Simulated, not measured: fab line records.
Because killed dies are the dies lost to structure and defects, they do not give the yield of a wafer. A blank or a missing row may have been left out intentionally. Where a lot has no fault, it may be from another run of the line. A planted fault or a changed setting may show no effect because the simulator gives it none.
Split-lot study || flow n5 finfet || route with 1938 steps; 7 lots, 21 wafers read

## SPLIT DETAILS
At N5_BEOL_M1_DESCUM_33 (chemistry O2, time 7 s), the setting time s was moved away from the recipe's 7 s on 4 of the 21 wafers read, by +10.8% to +12.0%. For the rest of the wafers, this setting stayed at what the recipe calls for.

The reading comes from the split's own step.

## THE READING
CAR-EUV_of_BEOL_M1_COAT_22.thk nm (the simulator's own value, which no gauge read), in nm, at N5_BEOL_M1_DESCUM_33 (chemistry O2, time 7 s). No usual value for it is given in the file. The 17 wafers here that ran the recipe average 26.1 nm, standard deviation 0.096 nm.

{"wafer": "L074.3", "tool, chamber at the split": "rie diel-05, 3", "time s as run, s": 7, "against the recipe": "recipe", "CAR-EUV_of_BEOL_M1_COAT_22.thk nm, nm": 26, "against lot-mates on the recipe": "-"}
{"wafer": "L074.4", "tool, chamber at the split": "rie diel-05, 1", "time s as run, s": 7, "against the recipe": "recipe", "CAR-EUV_of_BEOL_M1_COAT_22.thk nm, nm": 26.2, "against lot-mates on the recipe": "-"}
{"wafer": "L074.6", "tool, chamber at the split": "rie diel-05, 1", "time s as run, s": 7, "against the recipe": "recipe", "CAR-EUV_of_BEOL_M1_COAT_22.thk nm, nm": 26.2, "against lot-mates on the recipe": "-"}
{"wafer": "L077.2", "tool, chamber at the split": "rie diel-06, 3,0,2", "time s as run, s": 7, "against the recipe": "recipe", "CAR-EUV_of_BEOL_M1_COAT_22.thk nm, nm": 26, "against lot-mates on the recipe": "-"}
{"wafer": "L077.3", "tool, chamber at the split": "rie diel-06, 3,0,2", "time s as run, s": 7, "against the recipe": "recipe", "CAR-EUV_of_BEOL_M1_COAT_22.thk nm, nm": 26, "against lot-mates on the recipe": "-"}
{"wafer": "L077.4", "tool, chamber at the split": "rie diel-06, 3,0,2", "time s as run, s": 7, "against the recipe": "recipe", "CAR-EUV_of_BEOL_M1_COAT_22.thk nm, nm": 26, "against lot-mates on the recipe": "-"}
{"wafer": "L076.2", "tool, chamber at the split": "rie diel-06, 0,2,0", "time s as run, s": 7, "against the recipe": "recipe", "CAR-EUV_of_BEOL_M1_COAT_22.thk nm, nm": 26, "against lot-mates on the recipe": "-"}
{"wafer": "L076.3", "tool, chamber at the split": "rie diel-06, 0,2,0", "time s as run, s": 7, "against the recipe": "recipe", "CAR-EUV_of_BEOL_M1_COAT_22.thk nm, nm": 26, "against lot-mates on the recipe": "-"}
{"wafer": "L076.6", "tool, chamber at the split": "rie diel-06, 0,2,0", "time s as run, s": 7, "against the recipe": "recipe", "CAR-EUV_of_BEOL_M1_COAT_22.thk nm, nm": 26, "against lot-mates on the recipe": "-"}
{"wafer": "L078.1", "tool, chamber at the split": "rie diel-06, 0,1", "time s as run, s": 7.841, "against the recipe": "+12.0%", "CAR-EUV_of_BEOL_M1_COAT_22.thk nm, nm": 25.6, "against lot-mates on the recipe": -0.6}
{"wafer": "L078.2", "tool, chamber at the split": "rie diel-06, 0,1", "time s as run, s": 7.841, "against the recipe": "+12.0%", "CAR-EUV_of_BEOL_M1_COAT_22.thk nm, nm": 25.6, "against lot-mates on the recipe": -0.6}
{"wafer": "L078.5", "tool, chamber at the split": "rie diel-06, 0", "time s as run, s": 7, "against the recipe": "recipe", "CAR-EUV_of_BEOL_M1_COAT_22.thk nm, nm": 26.2, "against lot-mates on the recipe": "-"}
{"wafer": "L079.1", "tool, chamber at the split": "rie diel-06, 0,1,0", "time s as run, s": 7, "against the recipe": "recipe", "CAR-EUV_of_BEOL_M1_COAT_22.thk nm, nm": 26, "against lot-mates on the recipe": "-"}
{"wafer": "L079.3", "tool, chamber at the split": "rie diel-06, 0,1,0", "time s as run, s": 7, "against the recipe": "recipe", "CAR-EUV_of_BEOL_M1_COAT_22.thk nm, nm": 26, "against lot-mates on the recipe": "-"}
{"wafer": "L079.5", "tool, chamber at the split": "rie diel-06, 0,1,0", "time s as run, s": 7, "against the recipe": "recipe", "CAR-EUV_of_BEOL_M1_COAT_22.thk nm, nm": 26, "against lot-mates on the recipe": "-"}
{"wafer": "L096.1", "tool, chamber at the split": "rie diel-05, 3", "time s as run, s": 7.759, "against the recipe": "+10.8%", "CAR-EUV_of_BEOL_M1_COAT_22.thk nm, nm": 25.6, "against lot-mates on the recipe": -0.4}
{"wafer": "L096.3", "tool, chamber at the split": "rie diel-05, 2", "time s as run, s": 7, "against the recipe": "recipe", "CAR-EUV_of_BEOL_M1_COAT_22.thk nm, nm": 26, "against lot-mates on the recipe": "-"}
{"wafer": "L096.6", "tool, chamber at the split": "rie diel-05, 0", "time s as run, s": 7.759, "against the recipe": "+10.8%", "CAR-EUV_of_BEOL_M1_COAT_22.thk nm, nm": 25.8, "against lot-mates on the recipe": -0.2}
{"wafer": "L097.1", "tool, chamber at the split": "rie diel-05, 3,0,3", "time s as run, s": 7, "against the recipe": "recipe", "CAR-EUV_of_BEOL_M1_COAT_22.thk nm, nm": 26.2, "against lot-mates on the recipe": "-"}
{"wafer": "L097.2", "tool, chamber at the split": "rie diel-05, 3,0,3", "time s as run, s": 7, "against the recipe": "recipe", "CAR-EUV_of_BEOL_M1_COAT_22.thk nm, nm": 26.2, "against lot-mates on the recipe": "-"}
{"wafer": "L097.6", "tool, chamber at the split": "rie diel-05, 3,0,3", "time s as run, s": 7, "against the recipe": "recipe", "CAR-EUV_of_BEOL_M1_COAT_22.thk nm, nm": 26.2, "against lot-mates on the recipe": "-"}
Where a row lists several chambers, the file gives one row for several wafers and doesn't say which wafer went through which chamber.

THE FIT
A straight line over all 21 wafers: CAR-EUV_of_BEOL_M1_COAT_22.thk nm changes by -0.037 nm for each +1% of time s; r = -0.87; the points scatter about the line by 0.097 nm.
The same after taking each lot's own level away (the mean of its wafers on the recipe; 21 wafers): -0.0401 nm for each +1%; r = -0.93; scatter 0.076 nm.
According to that fit, moving time s by its largest amount changes the reading by 0.48 nm.
The lots' own levels span 26.00 to 26.20 nm, that is 2.1 times the standard deviation above.
Consequently the slope shifts little with the lot-to-lot level, the two slopes agreeing.
Check: -0.434 nm against its lot-mates is what the line predicts for one of the wafers moved furthest among these (+12.0%) when that wafer is left out of the fit. It came out at -0.6 nm against them.

## OTHER SPLITS ON THESE WAFERS
Before the reading, these wafers also passed through other splits. Each is held against what the fit with the lots' levels taken away leaves over:
{"other split on the same wafers": "N5_MOL_CONTACT_COAG_EXPOSE_05 dose mj", "wafers away from the commonest value": 6, "r with CAR-EUV_of_BEOL_M1_COAT_22.thk nm (lot level and that fit taken away)": "+0.09"}
{"other split on the same wafers": "N5_BEOL_M0_SAQP_EXPOSE_37 dose mj", "wafers away from the commonest value": 5, "r with CAR-EUV_of_BEOL_M1_COAT_22.thk nm (lot level and that fit taken away)": -0.08}
{"other split on the same wafers": "N5_BEOL_M0_SAQP_DESCUM_45 time s", "wafers away from the commonest value": 5, "r with CAR-EUV_of_BEOL_M1_COAT_22.thk nm (lot level and that fit taken away)": -0.20}

## THE FILE'S OWN FIT
CAR-EUV_of_BEOL_M1_COAT_22.thk nm changes by -0.0399 nm for each +1% of time s, r = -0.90.
